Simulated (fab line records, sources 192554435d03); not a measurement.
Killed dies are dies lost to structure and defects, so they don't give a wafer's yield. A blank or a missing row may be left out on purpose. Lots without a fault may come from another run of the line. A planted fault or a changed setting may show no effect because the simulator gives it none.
Which tool did it? | flow n5_finfet | 21 lots, 63 wafers sampled, at 2 steps of a route of 1938

WHAT THE GAUGES READ, wafer by wafer
N5_BEOL_M9_CD_MEAS_18: pitch 140 nm, target cd 70 nm. Usual: cd_nm 70.1 nm, standard deviation 0.48.
lot  | measured     | on        | cd_nm (nm)     | flag
L074 | day 9 10:28  | cd_sem-01 | 70.3 70.1 70.5 |
L076 | day 9 21:11  | cd_sem-02 | 70.2 69.0 69.0 |
L075 | day 10 07:02 | cd_sem-02 | 70.4 70.2 70.7 |
L077 | day 10 17:23 | cd_sem-01 | 70.4 70.3 70.1 |
L078 | day 11 03:32 | cd_sem-03 | 70.3 69.6 70.2 |
L079 | day 11 13:49 | cd_sem-01 | 70.0 70.3 70.1 |
L080 | day 11 21:50 | cd_sem-02 | 70.1 70.0 70.2 |
L083 | day 12 04:34 | cd_sem-02 | 70.6 70.5 70.2 |
L081 | day 12 14:02 | cd_sem-01 | 70.9 70.7 70.4 |
L084 | day 12 23:23 | cd_sem-01 | 69.8 70.3 70.5 |
L085 | day 13 06:42 | cd_sem-01 | 69.9 69.7 70.0 |
L089 | day 13 16:09 | cd_sem-02 | 69.7 70.2 70.2 |
L086 | day 13 16:24 | cd_sem-02 | 70.6 69.8 70.0 |
L087 | day 13 23:29 | cd_sem-02 | 69.9 70.0 70.1 |
L088 | day 14 00:39 | cd_sem-01 | 70.5 69.9 70.1 |
L092 | day 14 10:47 | cd_sem-02 | 70.1 69.5 69.7 |
L091 | day 14 17:11 | cd_sem-02 | 70.2 69.3 69.2 |
L094 | day 15 11:40 | cd_sem-01 | 71.1 70.8 70.8 |
L095 | day 15 11:55 | cd_sem-02 | 70.4 70.3 70.3 |
L097 | day 16 00:35 | cd_sem-03 | 69.5 69.7 70.0 |
L096 | day 16 18:13 | cd_sem-02 | 70.4 70.3 70.5 |

WHICH TOOL RAN EACH LOT (tool, then ch and the chambers of the sampled wafers, then the start)
lot  | N5_BEOL_M9_DESCUM_16
L074 | rie_diel-03 ch 0,2,3, day 9 10:00
L076 | rie_diel-05 ch 0,1,3, day 9 20:44
L075 | rie_diel-03 ch 0,1,2, day 10 06:34
L077 | rie_diel-06 ch 0,1,3, day 10 16:52
L078 | rie_diel-05 ch 0,2,3, day 11 03:05
L079 | rie_diel-06 ch 2,3, day 11 13:14
L080 | rie_diel-05 ch 0,1,2, day 11 21:22
L083 | rie_diel-06 ch 0,2,3, day 12 04:06
L081 | rie_diel-06 ch 0,2,3, day 12 13:35
L084 | rie_diel-06 ch 0,1,2, day 12 22:51
L085 | rie_diel-05 ch 1,2,3, day 13 06:10
L089 | rie_diel-03 ch 0,2, day 13 15:42
L086 | rie_diel-06 ch 0,1,3, day 13 15:57
L087 | rie_diel-03 ch 0,2,3, day 13 23:01
L088 | rie_diel-06 ch 0,1,2, day 14 00:11
L092 | rie_diel-05 ch 1,2,3, day 14 10:20
L091 | rie_diel-05 ch 1,3, day 14 16:44
L094 | rie_diel-03 ch 1,2,3, day 15 11:13
L095 | rie_diel-03 ch 2,3, day 15 11:28
L097 | rie_diel-03 ch 1,2,3, day 16 00:08
L096 | rie_diel-05 ch 0,1,2, day 16 17:45
- N5_BEOL_M9_DESCUM_16: chemistry O2, time 7.9 s.

WHAT THE TOOLS THEMSELVES READ (means of the sampled wafers that have a number; where no wafer has one, the mark that the record gives instead)
N5_BEOL_M9_DESCUM_16. Usual: chamber_pressure_mTorr 20.002 mTorr, standard deviation 0.017; drypump_motor_current_A 5.5 A, standard deviation 0.39; oes_product_au 0.79 a.u., standard deviation 0.082; rf_vpp_V 243.1 V, standard deviation 1.1; showerhead_plenum_p_Torr 2.09 Torr, standard deviation 0.048; throttle_valve_pct 20.42 %, standard deviation 0.22.
lot  | tool        | chamber_pressure_mTorr (mTorr) | drypump_motor_current_A (A) | oes_product_au (a.u.) | rf_vpp_V (V) | showerhead_plenum_p_Torr (Torr) | throttle_valve_pct (%) | flag
L074 | rie_diel-03 | 20.002                         | 5.8                         | 0.78                  | 243.0        | 2.10                            | 20.31                  |
L076 | rie_diel-05 | 20.014                         | 5.1                         | 0.77                  | 243.3        | 2.07                            | 20.36                  |
L075 | rie_diel-03 | 19.996                         | 5.7                         | 0.79                  | 244.1        | 2.11                            | 20.19                  |
L077 | rie_diel-06 | 20.007                         | 5.4                         | 0.86                  | 242.7        | 2.12                            | 20.44                  |
L078 | rie_diel-05 | 20.000                         | 5.4                         | 0.74                  | 243.2        | 2.08                            | 20.54                  |
L079 | rie_diel-06 | 19.997                         | 5.4                         | 0.88                  | 242.5        | 2.07                            | 20.46                  |
L080 | rie_diel-05 | 19.998                         | 5.2                         | 0.76                  | 243.2        | 2.06                            | 20.55                  |
L083 | rie_diel-06 | 20.011                         | 5.5                         | 0.80                  | 243.3        | 2.07                            | 20.54                  |
L081 | rie_diel-06 | 20.002                         | 5.4                         | 0.80                  | 242.8        | 2.07                            | 20.55                  |
L084 | rie_diel-06 | 20.019                         | 5.6                         | 0.78                  | 243.1        | 2.13                            | 20.50                  |
L085 | rie_diel-05 | 20.011                         | 5.4                         | 0.78                  | 243.0        | 2.07                            | 20.40                  |
L089 | rie_diel-03 | 20.009                         | 6.1                         | 0.81                  | 243.0        | 2.08                            | 20.19                  |
L086 | rie_diel-06 | 19.992                         | 5.4                         | 0.83                  | 244.1        | 2.11                            | 20.47                  |
L087 | rie_diel-03 | 20.008                         | 5.8                         | 0.76                  | 243.1        | 2.09                            | 20.37                  |
L088 | rie_diel-06 | 19.989                         | 5.6                         | 0.77                  | 243.8        | 2.13                            | 20.52                  |
L092 | rie_diel-05 | 20.000                         | 5.4                         | 0.78                  | 243.1        | 2.07                            | 20.42                  |
L091 | rie_diel-05 | 20.000                         | 5.2                         | 0.75                  | 243.8        | 2.06                            | 20.24                  |
L094 | rie_diel-03 | 20.019                         | 5.4                         | 0.72                  | 243.4        | 2.10                            | 20.41                  |
L095 | rie_diel-03 | 19.994                         | 5.6                         | 0.68                  | 243.4        | 2.12                            | 20.37                  |
L097 | rie_diel-03 | 20.008                         | 5.4                         | 0.72                  | 242.7        | 2.10                            | 20.41                  |
L096 | rie_diel-05 | 19.992                         | 5.2                         | 0.83                  | 243.2        | 2.05                            | 20.48                  |

THE ANSWER, worked out from the rows above alone
Rule: a lot is off if the mean of its wafers that have a number lies more than 3 standard deviations from the usual mean. A lot without any number at a reading at which 4 lots or more have one is off too. The other lots that the step has rows for count as sound. The gauges are gone through in route order, then the tools' own readings, and for those a lot's mean is taken as printed above. The first step at which some lot is off is used, and at that step the reading that is off furthest; a lot without a number counts as furthest.
No lot is off at any reading shown: from this, nothing can be told.

WHAT THE SIMULATOR HAD PUT IN
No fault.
